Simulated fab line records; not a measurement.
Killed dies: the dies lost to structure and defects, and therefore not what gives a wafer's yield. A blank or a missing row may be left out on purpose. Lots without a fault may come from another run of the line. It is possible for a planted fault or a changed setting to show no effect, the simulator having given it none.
Split-lot study -- flow n5-finfet -- 21 wafers read from 7 lots, route of 1938 steps

== SPLIT DETAILS ==
At N5_BEOL_M0_SAQP_PECVD_97 (deposits SiNx from SiH4/NH3/N2, target thk 23 nm, time 19.9 s), the setting time-s was moved away from the recipe's 19.9 s on 9 of the 21 wafers read, by -10.7% to +13.7%. This setting was run at the recipe's value on the other wafers.

== FROM THE SPLIT TO THE READING: what the file shows between them, 6 steps ==
- N5_BEOL_M0_SAQP_EXPOSE_11: exposes mask M0 CORE, target cd 42 nm (also split here: dose-mj)
- N5_BEOL_M0_SAQP_PEB_12: peb time 60 s
- N5_BEOL_M0_SAQP_DEVELOP_13: develop time 30 s
- N5_BEOL_M0_SAQP_CD_MEAS_14: target cd 42.5 nm
- N5_BEOL_M0_SAQP_HM_OPEN_112: chemistry CHF3/O2, target SiO2, stops on a-Si, target depth 12 nm, time 13.5 s
- N5_BEOL_M0_SAQP_STRIP_113: strips in CHF3/O2

== THE READING ==
SiNx_of_BEOL_M0_SAQP_PECVD_97.thk-nm (the simulator's own value, which no gauge read), in nm, at N5_BEOL_M0_SAQP_MANDREL_ETCH_20 (etches a-Si in HBr/Cl2, stops on SiNx, target depth 60 nm, bt time 10 s, time 30 s). There is no usual value for it anywhere in the file. Here, 12 wafers ran the recipe; their average is 18.2 nm with a standard deviation of 0.32 nm.

wafer,"tool, chamber at the split","time-s as run, s",against the recipe,"SiNx_of_BEOL_M0_SAQP_PECVD_97.thk-nm, nm",against lot-mates on the recipe
L074.3,"pecvd-03, 2",22.63,+13.7%,21.2,+3.0
L074.5,"pecvd-03, 1",22.63,+13.7%,21.4,+3.2
L074.6,"pecvd-03, 2",19.9,recipe,18.2,-
L076.2,"pecvd-02, 1",19.9,recipe,18,-
L076.4,"pecvd-02, 2",18.16,-8.7%,16.4,-1.6
L076.5,"pecvd-02, 0",18.16,-8.7%,16,-2.0
L087.1,"pecvd-04, 0",22.15,+11.3%,21,no lot-mate on the recipe
L087.6,"pecvd-04, 0",22.15,+11.3%,21,no lot-mate on the recipe
L087.5,"pecvd-04, 2",22.15,+11.3%,21.2,no lot-mate on the recipe
L088.1,"pecvd-04, 2,0",19.9,recipe,18.4,-
L088.3,"pecvd-04, 2,0",19.9,recipe,18.2,-
L088.6,"pecvd-04, 2",19.9,recipe,18.8,-
L090.3,"pecvd-02, 2",19.9,recipe,17.8,-
L090.4,"pecvd-02, 0",17.77,-10.7%,16,-1.9
L090.6,"pecvd-02, 1",19.9,recipe,18,-
L091.2,"pecvd-03, 1",19.9,recipe,17.8,-
L091.3,"pecvd-03, 1",22.62,+13.7%,21.2,+3.3
L091.5,"pecvd-03, 1",19.9,recipe,18,-
L092.3,"pecvd-02, 2,1",19.9,recipe,18.4,-
L092.5,"pecvd-02, 2,1",19.9,recipe,18.4,-
L092.6,"pecvd-02, 0",19.9,recipe,18.8,-
If several chambers appear in one row, that row covers several wafers at once and the file leaves open which wafer was in which chamber.

THE FIT
A straight line over all 21 wafers: SiNx_of_BEOL_M0_SAQP_PECVD_97.thk-nm changes by +0.23 nm for each +1% of time-s; r = +0.99; the points scatter about the line by 0.29 nm.
The same after taking each lot's own level away (the mean of its wafers on the recipe; 18 wafers): +0.218 nm for each +1%; r = +0.99; scatter 0.21 nm.
Per that fit: largest time-s move, reading shift of 3 nm.
Measured against the standard deviation above, the lots' own levels, which go from 17.90 to 18.53 nm, span 1.9 times it.
So the lot-to-lot level changes the slope little: the two slopes agree.
Check: with one of the wafers moved furthest among these (+13.7%) left out of the fit, the line predicts +3.08 nm for it against its lot-mates. It came out at +3 nm against them.

== ADDITIONAL SPLITS CARRIED BY THESE WAFERS ==
Other splits were also applied to these wafers ahead of the reading. Each is held against what the fit with the lots' levels taken away leaves over:
other split on the same wafers,wafers away from the commonest value,r with SiNx_of_BEOL_M0_SAQP_PECVD_97.thk-nm (lot level and that fit taken away)
N5_STI_FIN_REVEAL_PRECLEAN_17 time-s,10,+0.24
N5_SD_EPI_N_DEVELOP_08 develop-time-s,5,-0.02
N5_SD_EPI_N_ETCH_45 target-depth-a,5,+0.23
N5_ILD0_CMP_12 down-force-psi,5,+0.11
N5_HKMG_FIN_ETCH_54 bias-w,6,-0.33
N5_HKMG_FIN_PEB_10 peb-time-s,9,+0.02
N5_GATE_CUT_CUT_ETCH_53 icp-w,4,-0.12
N5_MOL_CONTACT_COAG_COAT_34 spin-rpm,6,-0.22
N5_BEOL_M0_SAQP_EXPOSE_11 dose-mj,8,+0.03

== THE WHOLE CHAIN: every reading that the file lists as answering this split, in the file's order ==
step,what it does,reading,change (the file's fit),r (the file's)
N5_BEOL_M0_SAQP_PECVD_97,"deposits SiNx from SiH4/NH3/N2, target thk 23 nm, time 19.9 s","SiNx_of_BEOL_M0_SAQP_PECVD_97.thk-nm (the simulator's own value, which no gauge read)",+0.229 nm for each +1% of the setting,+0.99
N5_BEOL_M0_SAQP_MANDREL_ETCH_20,"etches a-Si in HBr/Cl2, stops on SiNx, target depth 60 nm, bt time 10 s, time 30 s","SiNx_of_BEOL_M0_SAQP_PECVD_97.thk-nm (the simulator's own value, which no gauge read)",+0.219 nm for each +1% of the setting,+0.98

== THE FILE'S OWN FIT ==
SiNx_of_BEOL_M0_SAQP_PECVD_97.thk-nm changes by +0.219 nm for each +1% of time-s, r = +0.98.
